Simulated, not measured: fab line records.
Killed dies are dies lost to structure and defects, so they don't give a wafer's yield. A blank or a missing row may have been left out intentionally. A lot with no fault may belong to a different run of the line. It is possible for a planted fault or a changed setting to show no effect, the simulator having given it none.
A lot that was struck, set against a sound lot | flow n5_finfet | 14 steps out of a route of 1938
Sound: these wafers, L600.2, L600.4, L600.5. Struck: wafers L610.2, L610.3. (L610.6 of the same lot was not struck and is left out.) The cause comes at the end.
Order at every step that has rows: each side's tool, ch and its chambers, its first start. Under that, the readings that differ: sound wafers | struck wafers | difference of the means | sigmas: that difference in standard deviations of wafers without a fault.
alike: same words and numbers on both sides, and readings whose means sit less than 2 such deviations apart. not compared: any withheld reading, any reading some wafer has no value for, any bound like >300 that may hide the same value, and any number with overlapping values for which the record gives no deviation.
Wherever a step has rows on one side only, a row that says differs or no value, or a row with sigmas, the two part there. Numbers that have no deviation but don't overlap get no sigmas and don't part them. A reading missing from all wafers of one side parts the sides only when that side holds two or more wafers.

first, 9 steps without rows for these wafers: N5_BEOL_M5_COAT_59 (time 60 s, resist thk 60 nm); N5_BEOL_M5_COAT_60 (time 60 s, resist thk 12 nm); N5_BEOL_M5_COAT_71 (time 60 s, resist thk 5 nm); N5_BEOL_M5_COAT_05 (resist thk 30 nm); N5_BEOL_M5_EBR_07; N5_BEOL_M5_SOFTBAKE_06 (time 60 s); N5_BEOL_M5_EXPOSE_08 (exposes mask M5, target cd 28 nm); N5_BEOL_M5_PEB_09 (peb time 60 s); N5_BEOL_M5_DEVELOP_10 (develop time 30 s).
N5_BEOL_M5_CD_MEAS_11: target cd 27.74 nm.
  sound on cd_sem-03 ch 0, day 10 01:58; struck on cd_sem-03 ch 0, day 13 13:21
  alike: cd_nm
N5_BEOL_M5_OVL_MEAS_12:
  sound on overlay-02 ch 0, day 10 02:00; struck on overlay-01 ch 0, day 13 13:23
  reading     | sound          | struck  | difference | sigmas
  M5_OVL (nm) | -0.8 -1.0 -1.4 | 0.0 0.3 | +1.2       | +2
N5_BEOL_M5_INSPECT_13: inspects for defects (brightfield).
  struck on defect_inspect-01, day 13 13:26; sound on defect_inspect-01, day 10 02:03
  alike: raw_defect_count
N5_BEOL_M5_DESCUM_16: chemistry O2, time 7 s.
  sound on rie_diel-04 ch 1,2, day 10 02:05; struck on rie_diel-02 ch 0,2, day 13 13:46
  reading                                      | sound        | struck | difference | sigmas
  model.CAR-EUV_of_BEOL_M5_COAT_05.thk_nm (nm) | 26.2 26.2 26 | 27 27  | +1         |
  alike: bias_power_w, drypump_motor_current_A, oes_product_au, rf_vpp_V, showerhead_plenum_p_Torr, throttle_valve_pct
  not compared: rf_hours_counter_h
N5_BEOL_M5_ETCH_72: etches underlayer in N2/H2, target depth 6.5 nm, time 5.2 s.
  sound on rie_diel-04 ch 1,2, day 10 02:07; struck on rie_diel-02 ch 0,2, day 13 13:48
  alike: drypump_motor_current_A, etch_rf_on_time_s, h2_flow_sccm, n2_flow_sccm, oes_product_au, rf_vpp_V, showerhead_plenum_p_Torr, throttle_valve_pct
  not compared: rf_hours_counter_h

== WHERE THEY PART ==
N5_BEOL_M5_OVL_MEAS_12 only, going by this record. Later steps at which nothing parts them and some readings are alike: N5_BEOL_M5_INSPECT_13, N5_BEOL_M5_DESCUM_16, N5_BEOL_M5_ETCH_72.

WHY: whatever the simulator had introduced
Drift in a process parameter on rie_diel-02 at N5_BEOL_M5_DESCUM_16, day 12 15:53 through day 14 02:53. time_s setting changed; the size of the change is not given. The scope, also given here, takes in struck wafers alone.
